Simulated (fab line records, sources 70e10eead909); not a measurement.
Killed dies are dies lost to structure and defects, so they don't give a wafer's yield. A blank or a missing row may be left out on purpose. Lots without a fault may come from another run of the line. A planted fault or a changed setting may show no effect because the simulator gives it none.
fab line records | flow nand_harc | part 1 of 2: steps 1 to 4 of 6
record lots=20 wafers=60 last_day=24
route steps=1159 shown A_STAIRCASE@530
lots that met no fault: from a run of the same line without faults
start_h: hours from the record's first day to the start of the lot's first wafer shown | wait_h: hours since the lot's step before | " the same as in the row above | L1.1+2: a row that stands for several wafers | - no value, or no start given | * or withheld: withheld | < > ~ a bound
route shown NAME@n: a module of which the file shows steps, and the number in the route of the first | usual: mean/standard deviation of fault-free wafers | same: alike in all rows | chamber/n: place in a boat | sites: the reading at each site | _std_site: their standard deviation | _edge_site: outer sites' mean less inner sites' | radius_mm: how far each site lies from the wafer's centre | mask NAME#n: copy n | behind: the tool/chamber that last shaped the wafer | hold: why the lot was held/for how many hours/how that ended | device: the transistor (n, p or np) that didn't switch | end of line: the same wafers' tests at the end of the route | a step without rows: its recipe alone | killed: dies lost to structure and defects at the first sort, not the wafer's yield | map: a wafer's dies, x killed, . not, _ none there
set.NAME: the setting as run; set.NAME@STEP: as run at that earlier step | model.NAME: the simulator's own value behind a step, which no gauge read
steps of the route over a sample of lots; a table a step, a row a wafer
services: from which hour (start_h, from the record's first day; less than 0 if before it) a tool's chamber was out of use, for how many hours, and why
## steps
# step NHARC_A_STAIRCASE_DESCUM_168
# recipe time_s=3 o2_flow_sccm=200 ar_flow_sccm=0 bias_power_w=0 chemistry=O2
# usual drypump_motor_current_A=5.7/0.4 mfc_ar_sccm=0.008/0.009 oes_product_au=1.000/0.0079 rf_vpp_V=57.9/0.89 showerhead_plenum_p_Torr=1.91/0.093 throttle_valve_pct=11.312/0.0098
# same time_s=3
# columns lot.wafer tool chamber start_h wait_h drypump_motor_current_A mfc_ar_sccm oes_product_au rf_hours_counter_h rf_vpp_V showerhead_plenum_p_Torr throttle_valve_pct
L074.2 rie_diel-06 2 227.46 - 5.8 0.006 1.007 55 57.5 2.02 11.313
L074.4 " 3 " " 5.5 0 1.006 54 56.2 2.06 11.335
L074.5 " 1 " " 6.3 0.021 0.996 - 58.1 1.79 11.302
L075.3 rie_diel-08 2 244.15 - 5.7 0 1.012 39 57.9 1.79 11.307
L075.6 " 3 " " 4.9 0 0.996 - 58.4 1.81 11.313
L075.4 " 2 " " 5.7 0 1.005 - 57.0 1.79 11.321
L078.3 rie_diel-12 3 255.32 - 5.7 0 1.006 15 57.4 1.92 11.314
L078.4 " 2 " " 5.1 0.017 0.993 16 56.7 1.83 11.303
L078.5 " 0 " " 6.1 0 1.003 - 58.4 2.02 11.320
L077.2 rie_diel-12 0 255.37 - 6.1 0 1.002 14 57.8 2.02 11.320
L077.1 " 2 " " 5.2 0.017 1.005 16 57.6 1.83 11.306
L077.4 " 3 " " 5.7 0 1.017 15 57.4 1.92 11.303
L081.3 rie_diel-06 3 270.23 - 5.5 0 0.994 7 56.5 2.05 11.304
L081.2 " 1 " " 6.4 0.021 0.993 8 58.9 1.79 11.328
L081.6 " 3 " " 5.5 0 0.994 - 58.3 2.05 11.295
L080.4 rie_diel-08 2 270.53 - 5.7 0 1.013 50 58.8 1.79 11.309
L080.3 " 3 " " 4.8 0 1.000 51 56.9 1.81 11.317
L080.5 " 2 " " 5.7 0 1.012 - 56.9 1.79 11.307
L079.1 rie_diel-06 1 273.93 - 6.3 0.021 1.000 9 57.1 1.79 11.309
L079.6 " 1 " " 6.4 0.021 1.001 - 57.9 1.79 11.310
L079.5 " 2 " " 5.8 0.006 0.992 - 58.7 2.02 11.321
L082.4 rie_diel-08 1 290.24 - 5.8 0.002 1.012 57 58.4 1.91 11.310
L082.3 " 2 " " 5.7 0 1.019 57 57.5 1.79 11.308
L082.6 " 3 " " 4.8 0 1.010 - 56.8 1.81 11.324
L086.4 rie_diel-06 3 307.33 - 5.5 0 0.992 17 58.0 2.05 11.316
L086.2 " 1 " " 6.4 0.021 0.985 21 57.3 1.78 11.318
L086.6 " 3 " " 5.5 0 0.992 - 59.4 2.05 11.306
L085.3 rie_diel-06 3 307.66 - 5.5 0 0.986 17 58.1 2.05 11.307
L085.4 " 0 " " 5.6 0.010 0.990 19 57.0 1.94 11.310
L085.5 " 2 " " 5.8 0.006 0.998 - 59.2 2.01 11.303
L088.1 rie_diel-08 0 323.02 - 5.9 0.028 1.014 3 59.3 1.98 11.310
L088.4 " 2 " " 5.7 0 1.019 3 54.8 1.78 11.328
L088.5 " 3 " " 4.9 0 1.002 - 57.8 1.80 11.300
L087.2 rie_diel-06 3 323.18 - 5.5 0 0.993 23 58.8 2.05 11.304
L087.6 " 2 " " 5.8 0.006 0.995 - 58.6 2.01 11.311
L087.5 " 3 " " 5.5 0 0.995 - 58.7 2.05 11.320
L090.2 rie_diel-08 3 330.84 - 4.8 0 0.993 7 56.8 1.80 11.331
L090.1 " 0 " " 6.0 0.028 0.993 7 58.5 1.98 11.320
L090.6 " 3 " " 4.8 0 0.997 - 57.0 1.80 11.296
L091.2 rie_diel-12 1 337.84 - 6.0 0.009 1.012 47 58.4 1.88 11.321
L091.1 " 0 " " 6.1 0 1.007 44 57.6 2.01 11.333
L091.5 " 1 " " 6.0 0.009 1.010 - 58.7 1.88 11.310
L092.3 rie_diel-12 0 342.63 - 6.1 0 1.003 46 57.6 2.00 11.328
L092.1 " 1 " " 6.0 0.009 0.997 49 58.4 1.88 11.306
L092.5 " 2 " " 5.1 0.017 0.996 - 56.9 1.82 11.311
L093.1 rie_diel-08 2 342.93 - 5.7 0 1.012 10 57.0 1.78 11.318
L093.2 " 3 " " 4.8 0 1.014 11 56.8 1.80 11.303
L093.6 " 1 " " 5.8 0.002 1.003 - 57.7 1.90 11.299
L094.1 rie_diel-06 1 351.00 - 6.4 0.021 0.991 38 58.4 1.78 11.322
L094.6 " 3 " " 5.5 0 0.990 - 59.7 2.04 11.309
L094.5 " 0 " " 5.6 0.010 0.986 - 58.0 1.93 11.324
L095.1 rie_diel-06 0 354.75 - 5.6 0.010 1.006 36 57.9 1.93 11.316
L095.4 " 2 " " 5.8 0.006 1.015 39 59.2 2.01 11.314
L095.5 " 1 " " 6.3 0.021 0.995 - 57.4 1.78 11.301
L096.2 rie_diel-06 2 357.27 - 5.8 0.006 0.993 39 58.0 2.00 11.295
L096.4 " 3 " " 5.5 0 1.000 37 58.7 2.04 11.307
L096.6 " 0 " " 5.6 0.010 0.997 - 58.1 1.93 11.314
L097.1 rie_diel-12 2 360.59 - 5.1 0.017 0.996 56 56.6 1.82 11.298
L097.4 " 3 " " 5.7 0 1.001 54 58.1 1.90 11.307
L097.2 " 0 " " 6.1 0 1.003 54 58.5 2.00 11.303
# step NHARC_A_STAIRCASE_TRIM_12
# recipe time_s=211.2 o2_flow_sccm=500 ar_flow_sccm=0 bias_w=0 chemistry=O2
# usual drypump_motor_current_A=5.7/0.39 mfc_ar_sccm=0.008/0.0091 oes_product_au=1.002/0.0079 rf_vpp_V=57.8/0.92 showerhead_plenum_p_Torr=3.53/0.16 throttle_valve_pct=17.036/0.0087
# same bias_w=0 time_s=211.2
# columns lot.wafer tool chamber start_h wait_h drypump_motor_current_A mfc_ar_sccm oes_product_au rf_hours_counter_h rf_vpp_V showerhead_plenum_p_Torr throttle_valve_pct
L074.2 rie_diel-08 2 229.27 0.1 5.7 0 1.013 32 57.6 3.32 17.044
L074.4 " 3 " " 4.9 0 1.008 34 58.3 3.36 17.049
L074.5 " 2 " " 5.7 0 1.011 - 58.4 3.32 17.041
L075.3 rie_diel-12 0 246.07 0.1 6.2 0 1.006 10 57.6 3.71 17.033
L075.4 " 2 " " 5.2 0.017 0.997 13 56.4 3.39 17.037
L075.6 " 3 " " 5.7 0 1.012 - 57.7 3.54 17.048
L078.3 rie_diel-08 3 258.71 0.1 4.9 0 1.007 47 58.0 3.35 17.046
L078.4 " 1 " " 5.8 0.002 1.005 47 57.3 3.53 17.036
L078.5 " 2 " " 5.7 0 1.013 - 56.2 3.32 17.041
L077.1 rie_diel-06 1 259.15 0.1 6.4 0.021 0.999 4 59.2 3.31 17.040
L077.4 " 2 " " 5.8 0.006 1.001 3 59.5 3.71 17.046
L077.2 " 3 " " 5.5 0 0.996 3 58.8 3.77 17.048
L081.2 rie_diel-06 1 272.14 0.1 6.4 0.021 0.999 8 57.3 3.31 17.036
L081.3 " 2 " " 5.8 0.006 1.004 7 58.9 3.70 17.030
L081.6 " 1 " " 6.4 0.021 0.998 - 58.8 3.31 17.048
L080.4 rie_diel-06 1 272.49 0.1 6.4 0.021 1.001 8 56.9 3.31 17.034
L080.3 " 0 " " 5.7 0.010 0.998 8 56.7 3.58 17.039
L080.5 " 1 " " 6.4 0.021 0.998 - 58.0 3.31 17.028
L079.1 rie_diel-12 3 276.01 0.2 5.7 0 1.012 23 57.3 3.53 17.023
L079.5 " 1 " " 6.0 0.009 1.003 - 57.2 3.49 17.027
L079.6 " 2 " " 5.2 0.017 1.004 - 56.9 3.38 17.027
L082.3 rie_diel-08 1 292.17 0.1 5.8 0.002 1.000 58 57.5 3.52 17.031
L082.4 " 2 " " 5.7 0 1.018 58 56.6 3.31 17.028
L082.6 " 2 " " 5.7 0 1.012 - 57.4 3.31 17.035
L086.2 rie_diel-06 0 309.36 0.1 5.7 0.010 1.002 19 59.2 3.57 17.035
L086.4 " 1 " " 6.4 0.021 0.994 21 56.9 3.31 17.021
L086.6 " 0 " " 5.6 0.010 0.998 - 59.2 3.57 17.063
L085.4 rie_diel-06 2 309.72 0.2 5.8 0.006 0.992 20 58.4 3.70 17.048
L085.3 " 0 " " 5.6 0.010 1.003 20 58.4 3.57 17.051
L085.5 " 1 " " 6.4 0.021 0.998 - 55.6 3.30 17.030
L088.4 rie_diel-06 2 324.95 0.1 5.8 0.006 0.987 25 58.5 3.69 17.033
L088.1 " 0 " " 5.6 0.010 0.987 25 57.0 3.57 17.050
L088.5 " 1 " " 6.4 0.021 0.996 - 58.0 3.30 17.019
L087.2 rie_diel-12 3 325.09 0.1 5.7 0 1.014 38 58.4 3.52 17.039
L087.6 " 3 " " 5.7 0 1.013 - 58.1 3.52 17.036
L087.5 " 0 " " 6.1 0 1.010 - 59.9 3.69 17.043
L090.2 rie_diel-12 3 333.31 0.1 5.7 0 1.008 42 58.5 3.52 17.031
L090.1 " 1 " " 6.0 0.009 1.018 46 59.5 3.48 17.037
L090.6 " 3 " " 5.8 0 1.008 - 57.8 3.52 17.028
L091.2 rie_diel-06 1 339.77 0.1 6.4 0.021 1.001 33 58.4 3.30 17.031
L091.1 " 2 " " 5.8 0.006 0.995 33 56.6 3.69 17.039
L091.5 " 0 " " 5.7 0.010 0.995 - 57.3 3.56 17.039
L093.1 rie_diel-06 3 345.68 0.2 5.5 0 0.994 33 59.2 3.75 17.035
L093.2 " 2 " " 5.8 0.006 1.002 36 58.6 3.69 17.045
L093.6 " 0 " " 5.7 0.010 0.986 - 59.7 3.56 17.028
L092.3 rie_diel-08 3 345.96 1.5 4.9 0 1.002 13 56.7 3.34 17.031
L092.1 " 1 " " 5.8 0.002 1.001 13 56.6 3.51 17.035
L092.5 " 3 " " 4.9 0 0.993 - 57.9 3.34 17.044
L094.1 rie_diel-12 2 352.90 0.1 5.2 0.017 1.007 53 58.9 3.37 17.031
L094.6 " 2 " " 5.2 0.017 0.998 - 57.8 3.37 17.034
L094.5 " 3 " " 5.7 0 1.011 - 57.2 3.52 17.041
L095.4 rie_diel-08 0 356.59 0.1 6.0 0.028 1.008 16 57.1 3.64 17.035
L095.1 " 2 " " 5.7 0 1.007 16 58.7 3.30 17.032
L095.5 " 1 " " 5.8 0.002 1.000 - 57.6 3.51 17.043
L096.4 rie_diel-06 2 359.17 0.1 5.8 0.006 1.007 40 58.4 3.69 17.046
L096.2 " 0 " " 5.6 0.010 1.001 37 59.0 3.56 17.030
L096.6 " 3 " " 5.5 0 1.003 - 59.5 3.75 17.043
L097.1 rie_diel-12 3 362.54 0.1 5.7 0 1.003 54 58.9 3.51 17.049
L097.2 " 1 " " 6.0 0.009 1.001 56 57.6 3.47 17.034
L097.4 " 2 " " 5.2 0.017 0.996 56 56.7 3.37 17.042
# step NHARC_A_STAIRCASE_ETCH_15
# recipe target_depth_a=1000 time_s=40.5 ion_energy_ev=400 c4f8_flow_sccm=20 o2_flow_sccm=10 ar_flow_sccm=withheld rf_w=600 bias_w=1000 chemistry=C4F8/O2
# usual bias_w=999.8/2.8 oes_product_au=0.941/0.01 rf_vpp_V=896/5.9
# same time_s=40.5
# columns lot.wafer tool chamber start_h wait_h bias_w oes_product_au rf_hours_counter_h rf_vpp_V
L074.2 rie_diel-08 1 - - 1003.9 0.944 33 897
L074.4 " 2 " " 1003.8 0.953 32 888
L074.5 " 0 " " 997.1 0.942 - 901
L075.3 rie_diel-12 1 - - 1000.7 0.945 13 894
L075.4 " 0 " " 997.0 0.941 11 903
L075.6 " 2 " " 998.5 0.931 - 892
L078.3 rie_diel-08 2 - - 999.0 0.939 47 888
L078.4 " 0 " " 998.6 0.943 39 902
L078.5 " 2 " " 998.5 0.935 - 888
L077.4 rie_diel-06 2 - - 999.0 0.941 3 903
L077.1 " 3 " " 1002.7 0.947 3 906
L077.2 " 1 " " 997.5 0.924 4 889
L081.2 rie_diel-06 2 - - 998.8 0.923 7 903
L081.3 " 0 " " 1005.1 0.946 8 898
L081.6 " 1 " " 997.9 0.936 - 889
L080.3 rie_diel-06 1 - - 1000.8 0.930 8 887
L080.4 " 2 " " 998.4 0.941 8 902
L080.5 " 0 " " 1006.2 0.943 - 897
L079.1 rie_diel-12 2 - - 1000.3 0.938 25 891
L079.6 " 0 " " 995.9 0.944 - 902
L079.5 " 1 " " 997.6 0.951 - 895
L082.3 rie_diel-08 0 - - 1001.1 0.941 51 902
L082.4 " 2 " " 1001.9 0.949 59 887
L082.6 " 0 " " 997.6 0.949 - 899
L086.4 rie_diel-06 2 - - 998.0 0.933 20 901
L086.2 " 3 " " 999.2 0.941 18 904
L086.6 " 1 " " 1001.3 0.939 - 888
L085.3 rie_diel-06 3 - - 996.1 0.919 19 904
L085.4 " 0 " " 996.8 0.926 20 898
L085.5 " 1 " " 995.4 0.921 - 888
L088.4 rie_diel-06 1 - - 1000.0 0.933 27 887
L088.1 " 0 " " 997.4 0.937 25 898
L088.5 " 1 " " 1002.9 0.932 - 888
L087.2 rie_diel-12 1 - - 996.0 0.967 42 894
L087.6 " 1 " " 999.3 0.965 - 894
L087.5 " 2 " " 999.3 0.951 - 890
L090.1 rie_diel-12 0 - - 999.2 0.947 42 903
L090.2 " 3 " " 998.0 0.932 42 896
L090.6 " 1 " " 999.2 0.940 - 895
L091.2 rie_diel-06 0 - - 1006.0 0.930 31 898
L091.1 " 1 " " 1002.3 0.948 34 889
L091.5 " 3 " " 1000.7 0.933 - 905
L093.2 rie_diel-06 2 - - 999.1 0.937 36 902
L093.1 " 3 " " 998.5 0.927 34 904
L093.6 " 2 " " 1003.2 0.936 - 900
L092.1 rie_diel-08 2 - - 1001.2 0.956 13 886
L092.3 " 3 " " 1002.0 0.956 13 890
L092.5 " 3 " " 1002.4 0.957 - 890
L094.1 rie_diel-12 0 - - 998.6 0.935 51 901
L094.5 " 2 " " 998.6 0.932 - 888
L094.6 " 3 " " 1002.8 0.937 - 895
L095.1 rie_diel-08 0 - - 1000.3 0.938 17 901
L095.4 " 3 " " 995.0 0.952 16 887
L095.5 " 1 " " 994.7 0.951 - 896
L096.4 rie_diel-06 3 - - 997.0 0.940 38 903
L096.2 " 1 " " 1006.4 0.966 40 886
L096.6 " 0 " " 999.0 0.957 - 896
L097.4 rie_diel-12 2 - - 999.2 0.952 56 890
L097.1 " 3 " " 1004.2 0.944 55 895
L097.2 " 0 " " 999.5 0.951 54 903
# step NHARC_A_STAIRCASE_TRIM_20
# recipe time_s=211.2 o2_flow_sccm=500 ar_flow_sccm=0 bias_w=0 chemistry=O2
# usual drypump_motor_current_A=5.8/0.38 mfc_ar_sccm=0.008/0.0084 oes_product_au=0.999/0.0085 rf_vpp_V=57.8/0.93 showerhead_plenum_p_Torr=3.53/0.16 throttle_valve_pct=17.036/0.0086
# same bias_w=0 time_s=211.2
# columns lot.wafer tool chamber start_h wait_h drypump_motor_current_A mfc_ar_sccm oes_product_au rf_hours_counter_h rf_vpp_V showerhead_plenum_p_Torr throttle_valve_pct
L074.2 rie_diel-06 2 230.41 0.1 5.8 0.006 0.996 56 56.9 3.71 17.033
L074.4 " 1 " " 6.4 0.021 1.000 55 58.8 3.32 17.038
L074.5 " 3 " " 5.5 0 0.992 - 58.1 3.78 17.036
L075.3 rie_diel-08 1 247.21 0.1 5.8 0.002 1.003 41 58.0 3.53 17.045
L075.6 " 2 " " 5.7 0 1.011 - 57.5 3.32 17.037
L075.4 " 3 " " 4.8 0 1.000 - 58.0 3.35 17.041
L078.4 rie_diel-06 1 259.98 0.1 6.4 0.021 0.982 4 58.2 3.31 17.035
L078.3 " 3 " " 5.5 0 0.996 4 57.8 3.77 17.033
L078.5 " 1 " " 6.4 0.021 0.982 - 56.7 3.31 17.042
L077.2 rie_diel-08 2 260.27 0.1 5.7 0 1.019 47 58.2 3.32 17.015
L077.1 " 3 " " 4.8 0 1.000 48 56.6 3.35 17.029
L077.4 " 1 " " 5.8 0.002 1.003 48 57.6 3.53 17.036
L081.2 rie_diel-08 0 273.29 0.1 6.0 0.028 1.007 43 58.7 3.65 17.027
L081.3 " 1 " " 5.8 0.002 1.004 51 57.6 3.52 17.040
L081.6 " 0 " " 6.0 0.028 1.016 - 58.2 3.65 17.035
L080.4 rie_diel-12 2 273.58 0.1 5.2 0.017 1.003 24 58.2 3.38 17.028
L080.3 " 0 " " 6.2 0 1.004 23 59.8 3.70 17.033
L080.5 " 2 " " 5.2 0.017 0.991 - 56.9 3.38 17.029
L079.1 rie_diel-06 3 277.15 0.1 5.5 0 1.010 9 57.6 3.77 17.052
L079.5 " 2 " " 5.8 0.006 0.987 - 58.4 3.70 17.038
L079.6 " 3 " " 5.5 0 0.994 - 58.3 3.77 17.039
L082.3 rie_diel-06 1 293.57 0.1 6.4 0.021 0.984 14 56.2 3.31 17.026
L082.4 " 3 " " 5.5 0 0.999 12 57.4 3.77 17.030
L082.6 " 0 " " 5.6 0.010 1.003 - 57.5 3.57 17.036
L086.2 rie_diel-12 0 311.05 0.1 6.1 0 1.011 35 58.7 3.69 17.020
L086.4 " 2 " " 5.1 0.017 1.006 37 57.5 3.38 17.039
L086.6 " 3 " " 5.7 0 1.008 - 58.4 3.53 17.029
L085.3 rie_diel-06 1 311.73 0.1 6.4 0.021 0.993 23 57.4 3.30 17.018
L085.4 " 3 " " 5.5 0 0.992 20 60.2 3.76 17.033
L085.5 " 1 " " 6.3 0.021 0.993 - 57.8 3.30 17.035
L088.1 rie_diel-06 0 325.96 0.1 5.6 0.010 0.993 25 60.8 3.57 17.040
L088.4 " 2 " " 5.8 0.006 0.990 26 58.6 3.69 17.049
L088.5 " 0 " " 5.7 0.010 0.999 - 58.0 3.57 17.048
L087.2 rie_diel-12 1 326.24 0.1 6.0 0.009 1.004 43 57.1 3.48 17.032
L087.5 " 1 " " 6.0 0.009 0.994 - 56.1 3.48 17.027
L087.6 " 2 " " 5.1 0.017 0.997 - 58.3 3.37 17.018
L090.1 rie_diel-12 2 335.05 0.1 5.1 0.017 1.007 46 56.7 3.37 17.030
L090.2 " 0 " " 6.1 0 0.998 43 58.8 3.69 17.028
L090.6 " 1 " " 6.0 0.009 1.006 - 58.0 3.47 17.051
L091.2 rie_diel-06 0 340.77 0.1 5.7 0.010 1.004 31 57.7 3.56 17.035
L091.1 " 3 " " 5.5 0 0.986 30 57.4 3.76 17.044
L091.5 " 0 " " 5.6 0.010 0.996 - 58.2 3.56 17.030
L093.1 rie_diel-06 2 346.71 0.1 5.8 0.006 0.996 36 58.1 3.69 17.048
L093.2 " 0 " " 5.6 0.010 0.990 34 56.8 3.56 17.045
L093.6 " 3 " " 5.5 0 0.998 - 59.3 3.75 17.029
L092.1 rie_diel-08 2 347.19 0.1 5.7 0 1.010 13 55.2 3.30 17.028
L092.3 " 3 " " 4.9 0 1.002 13 58.5 3.33 17.032
L092.5 " 0 " " 6.0 0.028 0.996 - 59.2 3.64 17.042
L094.1 rie_diel-12 0 353.98 0.1 6.1 0 0.996 51 58.2 3.68 17.044
L094.5 " 0 " " 6.1 0 0.998 - 58.7 3.68 17.033
L094.6 " 1 " " 6.0 0.009 1.012 - 57.2 3.47 17.054
L095.1 rie_diel-06 3 357.61 0.1 5.5 0 0.983 37 58.9 3.75 17.051
L095.4 " 2 " " 5.8 0.006 1.005 40 57.0 3.69 17.038
L095.5 " 3 " " 5.5 0 0.988 - 56.9 3.75 17.036
L096.4 rie_diel-12 3 360.23 0.1 5.7 0 1.006 54 58.0 3.51 17.026
L096.2 " 0 " " 6.1 0 0.994 53 59.2 3.68 17.031
L096.6 " 2 " " 5.1 0.017 1.003 - 57.3 3.37 17.040
L097.2 rie_diel-06 0 363.56 0.1 5.6 0.010 0.999 39 58.6 3.56 17.036
L097.1 " 1 " " 6.4 0.021 1.006 41 57.7 3.29 17.041
L097.4 " 3 " " 5.5 0 0.994 39 58.4 3.75 17.043
